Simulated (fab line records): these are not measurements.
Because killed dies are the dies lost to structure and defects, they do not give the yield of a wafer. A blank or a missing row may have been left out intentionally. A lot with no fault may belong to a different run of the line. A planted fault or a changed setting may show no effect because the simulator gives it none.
fab line records	flow n5_finfet
record lots=7	wafers=21	last_day=19
route steps=1938 shown BEOL_M1@801 BEOL_M4@1111
lots that met no fault: taken from a fault-free run of the same line
start_h: start of the lot's first displayed wafer, in hours after the record's first day	wait_h: hours since the lot's step before	" unchanged from the row above	L1.1+2: a single row standing in for several wafers	- value missing, or start not given	* or withheld: withheld	< > ~ a bound
route shown NAME@n: a module of which the file shows steps, and the number in the route of the first	usual: mean/standard deviation of fault-free wafers	same: alike in all rows	chamber/n: place in a boat	sites: per-site readings	_std_site: the standard deviation of these	_edge_site: outer sites' mean less inner sites'	radius_mm: how far each site lies from the wafer's centre	mask NAME#n: copy n	behind: tool/chamber where the wafer was last shaped	hold: cause of the lot's hold/its duration in hours/its outcome	device: names the non-switching transistor (n, p or np)	end of line: the tests these same wafers got at the end of their route	where a step has no rows: the recipe by itself	killed: count of dies lost to structure and defects at first sort (not the wafer's yield)	map: a wafer's dies, marking killed ones x, the rest . and places with no die _
set.NAME: the setting the step ran with; set.NAME@STEP: the setting that earlier step ran with	model.NAME: the simulator's own value behind a step, which no gauge read
a table for each step, a row for each wafer; lots at some steps of the route
services: when a tool's chamber went out of use (start_h, in hours from the record's first day, below 0 if earlier), for how many hours, and the reason
## steps
# step N5_BEOL_M1_ETCH_41
# recipe chemistry=CH3F/O2	target=SiCN	target_depth_a=319	taper_deg=2	time_s=57.8	ion_energy_ev=120	mask_material=TiN	pressure_mtorr=30	source_w=395	bias_w=75	Ar_flow_sccm=150	CH3F_flow_sccm=30	O2_flow_sccm=20
# usual drypump_motor_current_A=5.8/0.45	mfc_ar_sccm=150.0/0.48	oes_product_au=0.80/0.097	rf_vpp_V=297.2/1.7	showerhead_plenum_p_Torr=1.99/0.076	throttle_valve_pct=16.42/0.23
lot.wafer	tool	chamber	start_h	wait_h	drypump_motor_current_A	mfc_ar_sccm	oes_product_au	rf_hours_counter_h	rf_vpp_V	showerhead_plenum_p_Torr	throttle_valve_pct
L327.2	rie_diel-02	0	-	-	6.1	150.8	0.70	235	299.2	2.06	16.17
L327.4	"	1	"	"	6.6	150.0	0.93	11	300.2	2.12	16.03
L327.5	"	1	"	"	6.5	150.6	0.93	-	299.8	2.12	16.03
L331.2	rie_diel-02	2	-	-	5.3	150.1	0.82	107	297.6	1.94	16.31
L331.5	"	2	"	"	5.3	151.1	0.82	-	297.4	1.94	16.32
L331.6	"	3	"	"	5.2	150.4	0.91	-	298.0	2.04	16.47
L332.2	rie_diel-05	0	-	-	5.8	149.9	0.70	245	295.9	1.97	16.63
L332.3	"	1	"	"	5.6	149.2	0.68	216	298.7	2.07	16.40
L332.5	"	3	"	"	5.2	149.8	0.71	-	298.0	1.98	16.08
L333.2	rie_diel-06	2	-	-	6.1	149.5	0.94	10	297.9	2.04	16.31
L333.3	"	1	"	"	6.5	149.2	0.76	172	296.5	1.99	16.66
L333.5	"	0	"	"	5.2	150.0	0.79	-	294.5	1.84	16.51
L335.1	rie_diel-06	2	-	-	6.1	150.5	0.93	13	298.7	2.04	16.32
L335.2	"	3	"	"	5.9	149.0	0.71	198	295.0	1.91	16.64
L335.5	"	2	"	"	6.1	150.2	0.94	-	298.4	2.04	16.33
L342.1	rie_diel-06	2	-	-	6.1	150.4	0.90	26	297.9	2.03	16.36
L342.4	"	1	"	"	6.5	148.9	0.75	186	296.6	1.98	16.67
L342.5	"	3	"	"	6.0	150.0	0.71	-	294.0	1.91	16.64
L348.1	rie_diel-06	0	-	-	5.2	150.3	0.75	149	294.1	1.83	16.57
L348.3	"	3	"	"	6.0	149.5	0.69	222	295.6	1.90	16.67
L348.4	"	1	"	"	6.5	150.4	0.75	195	295.8	1.98	16.70
# step N5_BEOL_M1_STRIP_97
# recipe chemistry=N2/H2	time_s=10	power_w=450	temp_c=40	pressure_mtorr=20	rf_frequency_hz=6e+07	bias_power_w=7	n2_flow_sccm=200	h2_flow_sccm=200
# usual drypump_motor_current_A=5.8/0.45	oes_product_au=0.80/0.098	rf_vpp_V=59.2/0.95	showerhead_plenum_p_Torr=2.53/0.1	throttle_valve_pct=23.80/0.23
lot.wafer	tool	chamber	start_h	wait_h	drypump_motor_current_A	oes_product_au	rf_hours_counter_h	rf_vpp_V	showerhead_plenum_p_Torr	throttle_valve_pct
L327.2	rie_diel-02	0	-	-	6.1	0.70	235	58.8	2.62	23.68
L327.4	"	1	"	"	6.6	0.92	11	59.2	2.71	23.70
L327.5	"	1	"	"	6.5	0.92	-	57.8	2.71	23.69
L331.2	rie_diel-02	2	-	-	5.3	0.82	107	57.9	2.45	23.54
L331.5	"	2	"	"	5.3	0.83	-	58.2	2.45	23.55
L331.6	"	3	"	"	5.2	0.92	-	58.8	2.59	24.16
L332.2	rie_diel-05	0	-	-	5.7	0.71	245	60.0	2.48	23.99
L332.3	"	1	"	"	5.7	0.69	216	59.6	2.63	23.99
L332.5	"	3	"	"	5.2	0.72	-	57.5	2.52	23.41
L333.2	rie_diel-06	2	-	-	6.1	0.93	10	59.3	2.60	23.68
L333.3	"	1	"	"	6.4	0.76	172	58.6	2.52	23.83
L333.5	"	0	"	"	5.3	0.77	-	58.1	2.35	23.87
L335.1	rie_diel-06	2	-	-	6.1	0.93	13	59.0	2.60	23.70
L335.2	"	3	"	"	6.0	0.70	198	59.6	2.40	23.76
L335.5	"	2	"	"	6.1	0.93	-	60.9	2.60	23.69
L342.1	rie_diel-06	2	-	-	6.1	0.89	26	59.7	2.59	23.71
L342.4	"	1	"	"	6.5	0.74	186	58.9	2.51	23.87
L342.5	"	3	"	"	6.0	0.70	-	59.1	2.39	23.77
L348.1	rie_diel-06	0	-	-	5.2	0.75	149	58.9	2.34	23.89
L348.3	"	3	"	"	6.0	0.69	222	58.8	2.39	23.79
L348.4	"	1	"	"	6.5	0.74	195	58.7	2.51	23.87
# step N5_BEOL_M1_OCD_MEAS_38
# usual trench_depth_nm=55.1/1.2
lot.wafer	tool	chamber	start_h	wait_h	trench_depth_nm
L327.2	ocd-01	-	133.38	-	56.4
L327.4	"	-	"	"	55.8
L327.5	"	-	"	"	55.7
L331.2	ocd-01	-	153.56	-	56.7
L331.5	"	-	"	"	56.6
L331.6	"	-	"	"	56.4
L332.2	ocd-01	-	166.68	-	54.2
L332.3	"	-	"	"	53.1
L332.5	"	-	"	"	54.4
L333.2	ocd-02	-	178.56	-	53.7
L333.3	"	-	"	"	55.3
L333.5	"	-	"	"	55.5
L335.1	ocd-02	-	188.11	-	54.1
L335.2	"	-	"	"	54.4
L335.5	"	-	"	"	54.7
L342.1	ocd-02	-	223.35	-	54.2
L342.4	"	-	"	"	55.0
L342.5	"	-	"	"	54.1
L348.1	ocd-02	-	256.37	-	55.4
L348.3	"	-	"	"	54.6
L348.4	"	-	"	"	55.7
# step N5_BEOL_M1_HM_STRIP_39
# recipe chemistry=peroxide_tin_strip	material=TiN	target_depth_a=250	temp_c=50	time_s=158
# step N5_BEOL_M1_SRD_40
# recipe time_s=30	temp_c=23	rinse_liquid=diw	dry=ipa_marangoni
# step N5_BEOL_M1_PRECLEAN_42
# recipe chemistry=residue_remover	time_s=60	temp_c=40
# step N5_BEOL_M1_SRD_43
# recipe time_s=30	temp_c=23	rinse_liquid=diw	dry=ipa_marangoni
# step N5_BEOL_M1_CD_MEAS_35
# recipe target_cd_nm=18	target_cd_y_nm=21	polarity=opening
# usual cd_nm=18.0/0.39
lot.wafer	tool	chamber	start_h	wait_h	cd_nm
L327.2	cd_sem-02	-	133.57	0.0	18.1
L327.4	"	-	"	"	17.4
L327.5	"	-	"	"	18.4
L331.2	cd_sem-02	-	153.71	0.0	17.2
L331.5	"	-	"	"	17.5
L331.6	"	-	"	"	17.8
L332.2	cd_sem-02	-	166.84	0.0	18.3
L332.3	"	-	"	"	17.9
L332.5	"	-	"	"	18.4
L333.2	cd_sem-01	-	178.71	0.0	19.4
L333.3	"	-	"	"	18.8
L333.5	"	-	"	"	18.2
L335.1	cd_sem-01	-	188.27	0.0	18.2
L335.2	"	-	"	"	17.7
L335.5	"	-	"	"	17.7
L342.1	cd_sem-03	-	223.52	0.0	17.5
L342.4	"	-	"	"	17.9
L342.5	"	-	"	"	17.9
L348.1	cd_sem-03	-	256.53	0.0	18.1
L348.3	"	-	"	"	17.4
L348.4	"	-	"	"	18.6
# step N5_BEOL_M1_DEGAS_44
# recipe ambient=vacuum	temp_c=250	time_s=60
# step N5_BEOL_M1_PRE_CLEAN_45
# recipe gas=H2/He	time_s=30	temp_c=250
# usual heater_power_w=309/38
lot.wafer	tool	chamber	start_h	wait_h	heater_power_w
L327.2	pvd_sputter-01	-	133.77	0.0	338
L327.4	"	-	"	"	291
L327.5	"	-	"	"	360
L331.2	pvd_sputter-02	-	154.20	0.0	285
L331.5	"	-	"	"	276
L331.6	"	-	"	"	378
L332.2	pvd_sputter-01	-	167.32	0.0	355
L332.3	"	-	"	"	301
L332.5	"	-	"	"	322
L333.2	pvd_sputter-01	-	179.16	0.0	348
L333.3	"	-	"	"	309
L333.5	"	-	"	"	289
L335.1	pvd_sputter-02	-	188.64	0.0	396
L335.2	"	-	"	"	314
L335.5	"	-	"	"	376
L342.1	pvd_sputter-03	-	223.96	0.0	349
L342.4	"	-	"	"	278
L342.5	"	-	"	"	350
L348.1	pvd_sputter-03	-	256.86	0.0	286
L348.3	"	-	"	"	266
L348.4	"	-	"	"	279
# step N5_BEOL_M1_ALD_84
# recipe material=TaN	target_thk_a=*	temp_c=275	ald_precursor_family=PDMAT	ald_co_reactant=NH3	pressure_torr=3	carrier_flow_sccm=1500	pulse_time_s=2	purge_time_s=3	co_reactant_purge_time_s=2	co_reactant_pulse_time_s=3	ald_cycles=30	precursor_vessel_temp_c=75	precursor_vessel_pressure_torr=26.25	precursor_vessel_carrier_sccm=1000
# usual heater_power_w=420/43
lot.wafer	tool	chamber	start_h	wait_h	heater_power_w
L327.2	ald_metal-03	0	133.84	0.1	439
L327.4	"	3	"	"	432
L327.5	"	1	"	"	392
L331.2	ald_metal-01	3	154.28	0.1	402
L331.5	"	2	"	"	348
L331.6	"	3	"	"	397
L332.2	ald_metal-03	3	167.38	0.0	417
L332.3	"	0	"	"	443
L332.5	"	0	"	"	452
L333.2	ald_metal-03	2	179.22	0.0	472
L333.3	"	0	"	"	444
L333.5	"	3	"	"	421
L335.1	ald_metal-01	1	188.70	0.0	384
L335.2	"	0	"	"	423
L335.5	"	3	"	"	404
L342.1	ald_metal-04	0	224.04	0.1	514
L342.4	"	3	"	"	477
L342.5	"	0	"	"	518
L348.1	ald_metal-04	1	256.92	0.0	414
L348.3	"	2	"	"	413
L348.4	"	3	"	"	476
# step N5_BEOL_M1_SURFACE_TREAT_85
# recipe gas=Ar	time_s=*	ion_energy_ev=*	ion_current_ma_cm2=0.5	pressure_mtorr=*	ar_flow_sccm=30
# step N5_BEOL_M1_CVD_47
# recipe material=Co	target_thk_a=30	temp_c=withheld	precursor=CCTBA/H2	pressure_torr=30	time_s=223.8
# usual run_length_s=247.0/0.63
lot.wafer	tool	chamber	start_h	wait_h	run_length_s
L327.2	cvd_co-01	1	134.23	0.1	247.1
L327.4	"	2	"	"	246.6
L327.5	"	1	"	"	247.0
L331.2	cvd_co-01	1	154.58	0.1	247.6
L331.5	"	2	"	"	246.7
L331.6	"	1	"	"	247.1
L332.2	cvd_co-01	1	167.75	0.1	108.0
L332.3	"	2	"	"	107.6
L332.5	"	2	"	"	107.3
L333.2	cvd_co-01	0	179.57	0.0	108.5
L333.3	"	1	"	"	107.8
L333.5	"	0	"	"	108.2
L335.1	cvd_co-01	0	189.23	0.3	108.4
L335.2	"	1	"	"	108.0
L335.5	"	0	"	"	108.3
L342.1	cvd_co-02	1	224.42	0.1	246.2
L342.4	"	0	"	"	247.5
L342.5	"	2	"	"	246.6
L348.1	cvd_co-02	0	257.29	0.1	247.4
L348.3	"	2	"	"	246.4
L348.4	"	2	"	"	246.6
# step N5_BEOL_M1_SPUTTER_48
# recipe material=Cu	target_thk_a=45	temp_c=-20	chamber_pressure_pa=0.07	power_w=withheld	time_s=8.29
# usual substrate_temp_c=-20.00/0.1	throttle_valve_pct=29.9/1.1
lot.wafer	tool	chamber	start_h	wait_h	substrate_temp_c	throttle_valve_pct
L327.2	pvd_sputter-03	-	134.63	0.3	-20.03	29.0
L327.4	"	-	"	"	-20.21	30.9
L327.5	"	-	"	"	-19.97	28.8
L331.2	pvd_sputter-01	-	154.74	0.1	-19.87	27.8
L331.5	"	-	"	"	-20.15	29.4
L331.6	"	-	"	"	-19.89	31.2
L332.2	pvd_sputter-01	-	167.91	0.1	-19.88	27.4
L332.3	"	-	"	"	-19.88	29.4
L332.5	"	-	"	"	-20.10	29.9
L333.2	pvd_sputter-02	-	179.75	0.2	-20.17	31.8
L333.3	"	-	"	"	-19.99	29.7
L333.5	"	-	"	"	-19.92	31.9
L335.1	pvd_sputter-02	-	190.74	1.5	-20.09	30.4
L335.2	"	-	"	"	-19.87	29.6
L335.5	"	-	"	"	-20.06	30.0
L342.1	pvd_sputter-02	-	224.66	0.2	-19.94	31.7
L342.4	"	-	"	"	-19.97	29.7
L342.5	"	-	"	"	-19.88	29.9
L348.1	pvd_sputter-02	-	257.64	0.3	-19.88	29.9
L348.3	"	-	"	"	-20.02	30.4
L348.4	"	-	"	"	-20.00	31.6
# step N5_BEOL_M4_RC_MEAS_101
# usual DIBL_N=35.8/1.7	DIBL_P=35.3/2	IOFF_N=0.150/0.026	IOFF_P=0.194/0.029	ION_N=667/11	ION_P=456/7.1	SS_N=71.4/0.65	SS_P=73.1/0.64	VT_N=251/3	VT_P=-252/3.2
lot.wafer	tool	chamber	start_h	wait_h	DIBL_N[mV/V]	DIBL_P[mV/V]	IOFF_N[nA/um]	IOFF_P[nA/um]	ION_N[uA/um]	ION_P[uA/um]	SS_N[mV/dec]	SS_P[mV/dec]	VT_N[mV]	VT_P[mV]
L327.2	prober-01	0	210.04	0.2	36.3	37.0	0.139	0.193	659	454	70.9	72.5	255	-252
L327.4	"	0	"	"	36.9	38.1	0.167	0.215	672	456	72.6	73.2	248	-252
L327.5	"	0	"	"	35.6	36.1	0.132	0.178	655	449	71.1	72.9	253	-255
L331.2	prober-02	0	244.41	0.2	37.8	36.6	0.176	0.210	681	463	71.4	73.4	250	-248
L331.5	"	0	"	"	37.0	35.5	0.159	0.197	662	454	71.0	72.3	248	-251
L331.6	"	0	"	"	37.0	36.2	0.160	0.199	673	455	72.0	73.4	251	-251
L332.2	prober-02	0	248.22	0.2	36.9	37.5	0.171	0.218	673	463	71.9	73.5	247	-251
L332.3	"	0	"	"	34.6	34.5	0.138	0.170	675	460	71.3	73.3	252	-254
L332.5	"	0	"	"	31.0	30.2	0.091	0.125	657	448	70.7	72.0	257	-257
L333.2	prober-02	0	260.58	0.2	37.2	38.2	0.161	0.218	662	455	71.8	73.8	250	-253
L333.3	"	0	"	"	37.9	36.9	0.166	0.202	673	454	72.3	73.5	251	-254
L333.5	"	0	"	"	36.1	36.6	0.150	0.195	670	454	71.4	73.7	251	-254
L335.1	prober-01	0	272.94	0.0	34.8	33.6	0.120	0.192	652	457	70.5	73.7	255	-247
L335.2	"	0	"	"	35.2	34.7	0.132	0.202	664	460	71.2	73.4	255	-250
L335.5	"	0	"	"	33.9	32.6	0.111	0.176	662	458	71.1	73.0	255	-250
L342.1	prober-02	0	313.71	0.0	33.4	34.1	0.117	0.176	664	461	70.9	72.9	255	-251
L342.4	"	0	"	"	35.8	37.1	0.152	0.223	675	469	70.9	73.5	248	-249
L342.5	"	0	"	"	38.3	38.8	0.194	0.245	684	465	71.8	74.2	247	-246
L348.1	prober-01	0	344.16	0.0	36.8	37.6	0.154	0.215	668	459	71.5	73.2	251	-251
L348.3	"	0	"	"	36.1	36.8	0.144	0.207	670	464	71.6	73.1	250	-251
L348.4	"	0	"	"	37.6	37.2	0.186	0.212	668	453	72.7	73.5	248	-252
## services
tool	chamber	start_h	hours	kind
ald_metal-04	0	113.24	27.0	repair
cvd_co-02	1	114.67	-	clean
cvd_co-02	1	114.67	22.0	scheduled_down
cvd_co-02	1	114.67	22.0	vent_cycle
rie_diel-06	0	117.80	3.6	repair
rie_diel-06	2	121.62	-	clean
rie_diel-06	2	121.62	-	consumable_replace:focus_ring
rie_diel-06	2	121.62	13.3	scheduled_down
rie_diel-06	2	121.62	13.3	vent_cycle
cvd_co-02	0	122.66	6.9	repair
cvd_co-02	2	123.80	9.2	repair
cvd_co-01	-	134.37	2.8	pm
cvd_co-01	-	139.01	6.9	pm
rie_diel-02	-	145.67	1.1	repair
rie_diel-06	3	177.16	1.4	repair
rie_diel-06	1	192.14	6.6	repair
rie_diel-02	0	198.85	-	clean
rie_diel-02	0	198.85	-	consumable_replace:focus_ring
rie_diel-02	0	198.85	22.0	scheduled_down
rie_diel-02	0	198.85	22.0	vent_cycle
rie_diel-06	3	210.04	5.9	repair
rie_diel-05	-	215.11	2.8	pm
cvd_co-02	-	217.85	0.5	repair
pvd_sputter-02	-	228.43	5.9	repair
## key
first_sign step=N5_BEOL_M1_CVD_47	reading=run_length_s	direction=down	sigmas=99+	usual=*	struck=*
effect none on later readings
met_at N5_BEOL_M1_CVD_47
struck_wafers L332.2,L332.3,L332.5,L333.2,L333.3,L333.5,L335.1,L335.2,L335.5
onset_between 154.58 167.75
fault kind=process_parameter_drift	tool=cvd_co-01	chamber=-	onset_h=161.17	steps=N5_BEOL_M1_CVD_47	channel=time_s	offset=*	shape=step	end_h=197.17	acts_in=*	stated=*
